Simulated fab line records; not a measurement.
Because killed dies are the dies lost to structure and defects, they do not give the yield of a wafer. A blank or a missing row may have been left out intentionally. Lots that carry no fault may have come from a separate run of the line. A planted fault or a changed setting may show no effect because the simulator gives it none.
Chamber matching	flow n5Finfet	rieDiel-04 running N5_MOL_CONTACT_COAG_DESCUM_88: 4 sister chambers
The step chemistry O2, time 7 s. 18 wafers are shown with their chamber, then 9 later ones without.

## WAFERS, EACH WITH ITS CHAMBER
wafer	chamber	showerheadPlenumPTorr (Torr)	drypumpMotorCurrentA (A)	throttleValvePct (%)
L078.3	2	2.15	5.8	20.19
L078.4	3	2.17	5.7	20.13
L078.5	0	1.99	6.6	20.21
L081.2	1	2.10	5.7	20.62
L081.3	3	2.17	5.7	20.15
L081.4	0	1.99	6.6	20.24
L084.2	0	1.98	6.6	20.25
L084.3	2	2.15	5.7	20.19
L084.6	2	2.15	5.7	20.20
L088.1	0	1.98	6.6	20.27
L088.4	3	2.16	5.6	20.17
L088.6	0	1.98	6.6	20.27
L090.2	3	2.16	5.7	20.17
L090.3	1	2.09	5.7	20.64
L090.5	3	2.16	5.7	20.18
L091.1	0	1.98	6.6	20.29
L091.3	3	2.16	5.7	20.16
L091.6	0	1.98	6.6	20.28

SIGNATURES (means of the wafers above)
reading	chamber 0	chamber 1	chamber 2	chamber 3	scatter within a chamber
showerheadPlenumPTorr	1.9829	2.0950	2.1500	2.1633	0.00483
drypumpMotorCurrentA	6.600	5.700	5.733	5.683	0.0327
throttleValvePct	20.2586	20.6300	20.1933	20.1600	0.0213
Rule: a wafer's distance from a chamber is the root of the sum, over the readings, of the square of ((its reading less the chamber's mean) divided by the reading's scatter). If the next closest chamber is less than 2 further off than the closest, the wafer can't be placed; otherwise it belongs to the closest. The scatter: the root of (the sum of the squares of (reading less its chamber's mean) over the shown wafers, divided by (wafers less chambers)).

## WAFERS MISSING THEIR CHAMBER
wafer	showerheadPlenumPTorr (Torr)	drypumpMotorCurrentA (A)	throttleValvePct (%)
L092.3	1.98	6.6	20.29
L092.5	2.09	5.7	20.66
L092.6	1.98	6.6	20.27
L093.2	2.16	5.6	20.17
L093.4	1.98	6.6	20.27
L093.6	2.09	5.7	20.67
L097.2	2.08	5.7	20.68
L097.3	2.16	5.7	20.22
L097.5	2.08	5.7	20.67

## WHICH CHAMBER EACH WENT THROUGH
wafer	from the rows above	in truth
L092.3	0	0
L092.5	1	1
L092.6	0	0
L093.2	3	3
L093.4	0	0
L093.6	1	1
L097.2	1	1
L097.3	can't be placed: 2 or 3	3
L097.5	1	1
Placed correctly: 8 of 9. Not placeable from these rows: 1 (in 1, the candidates include the true chamber). Placed wrongly: 0.
